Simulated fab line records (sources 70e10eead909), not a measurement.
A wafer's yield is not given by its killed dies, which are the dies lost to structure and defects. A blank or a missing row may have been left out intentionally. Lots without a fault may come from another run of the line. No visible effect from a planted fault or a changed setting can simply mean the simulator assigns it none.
Chamber matching	flow nand-harc	NHARC_A_CHANNEL_FILL_D2_CMP_10 on cmp-03: 4 sister chambers
The step polishes, target thk 150 nm. 18 wafers are shown with their chamber, then 9 later ones without.

WAFERS, EACH WITH ITS CHAMBER
wafer	chamber	motor-current-A (A)	time-to-endpoint-s (s)	slurry-filter-dp-kPa (kPa)
L076.2	0	12.2	14.3	13.48
L076.4	2	14.5	11.5	13.50
L076.5	1	10.9	12.3	13.60
L078.1	0	11.1	12.1	13.46
L078.3	2	14.5	11.9	13.56
L078.4	3	12.4	14.7	13.69
L081.1	0	11.4	10.3	13.35
L081.3	3	12.3	11.4	13.52
L081.4	1	10.8	10.6	13.34
L083.1	2	13.6	13.4	13.55
L083.4	3	12.3	13.1	13.39
L083.6	2	15.1	12.5	13.29
L084.2	0	12.3	15.2	13.39
L084.5	2	14.5	14.5	13.37
L084.6	1	11.7	15.0	13.38
L088.2	0	12.1	17.2	13.70
L088.4	3	12.6	16.8	13.49
L088.5	0	11.8	15.6	13.40

SIGNATURES, as means of the wafers listed above
reading	chamber 0	chamber 1	chamber 2	chamber 3	scatter within a chamber
motor-current-A	11.817	11.133	14.440	12.400	0.451
time-to-endpoint-s	14.117	12.633	12.760	14.000	2.12
slurry-filter-dp-kPa	13.4633	13.4400	13.4540	13.5225	0.126
Rule: a wafer's distance from a chamber is the root of the sum, over the readings, of the square of ((its reading less the chamber's mean) divided by the reading's scatter). If the next closest chamber is less than 2 further off than the closest, the wafer can't be placed; otherwise it belongs to the closest. The scatter: take each reading less its chamber's mean, square it, sum over the shown wafers, divide by the number of wafers less the number of chambers, and take the root.

WAFERS WITH NO CHAMBER GIVEN
wafer	motor-current-A (A)	time-to-endpoint-s (s)	slurry-filter-dp-kPa (kPa)
L091.3	12.4	13.7	13.49
L091.4	14.5	15.1	13.32
L091.6	14.1	13.9	13.57
L094.2	11.9	14.2	13.57
L094.4	11.9	13.2	13.41
L094.6	12.6	16.1	13.42
L097.2	14.5	17.0	13.44
L097.4	12.3	19.7	13.41
L097.6	13.8	17.0	13.37

WHICH CHAMBER EACH ONE RAN IN
wafer	from the rows above	in truth
L091.3	can't be placed: 3 or 0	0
L091.4	2	2
L091.6	2	2
L094.2	can't be placed: 0 or 3 or 1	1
L094.4	can't be placed: 0 or 3 or 1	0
L094.6	can't be placed: 3 or 0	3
L097.2	2	2
L097.4	can't be placed: 3 or 0 or 1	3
L097.6	can't be placed: 2 or 3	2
3 of 9 placed correctly. Unplaceable from these rows: 6, with the true chamber sitting among the candidates in 6. Number placed wrongly: 0.
